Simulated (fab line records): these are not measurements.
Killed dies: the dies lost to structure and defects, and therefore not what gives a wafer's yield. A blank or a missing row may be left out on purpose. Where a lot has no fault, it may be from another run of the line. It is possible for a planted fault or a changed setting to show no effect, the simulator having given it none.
Chamber matching	flow nandHarc	4 sister chambers for NHARC_P_GATE_DESCUM_48 on rieDiel-12
The step chemistry O2, time 3 s. 8 wafers are shown with their chamber, then 11 later ones without.

== WAFERS WITH THEIR CHAMBER ==
wafer	chamber	drypumpMotorCurrentA (A)	oesProductAu (a.u.)
L083.3	3	5.7	1.015
L086.1	3	5.7	1.005
L086.5	1	5.0	0.991
L086.6	2	5.4	1.012
L089.2	1	4.9	0.995
L089.3	2	5.4	1.001
L089.6	0	6.4	0.997
L090.1	0	6.4	1.009

== WAFERS MISSING THEIR CHAMBER ==
wafer	drypumpMotorCurrentA (A)	oesProductAu (a.u.)
L090.3	5.0	0.981
L090.6	5.7	1.001
L092.3	5.4	1.012
L092.4	5.7	1.014
L092.6	6.4	0.984
L093.2	5.0	0.999
L093.4	5.4	1.006
L093.5	5.4	1.005
L097.1	5.0	1.012
L097.2	5.7	1.035
L097.5	6.4	1.003

== EACH ONE'S CHAMBER ==
wafer	from the rows above	in truth
L090.3	1	1
L090.6	3	3
L092.3	2	2
L092.4	3	3
L092.6	0	0
L093.2	1	1
L093.4	2	2
L093.5	2	2
L097.1	1	1
L097.2	3	3
L097.5	0	0
Correctly placed: 11 of 11. Not placeable from these rows: 0. Wrongly placed: 0.
How it was worked out, from the rows above alone: a wafer's distance from a chamber is the root of the sum, over the readings, of the square of ((its reading less the chamber's mean) divided by the reading's scatter). If the next closest chamber is less than 2 further off than the closest, the wafer can't be placed; otherwise it belongs to the closest. For every chamber, the mean is computed from those of its wafers that are shown. The scatter: the root of (the sum of the squares of (reading less its chamber's mean) over the shown wafers, divided by (wafers less chambers)).
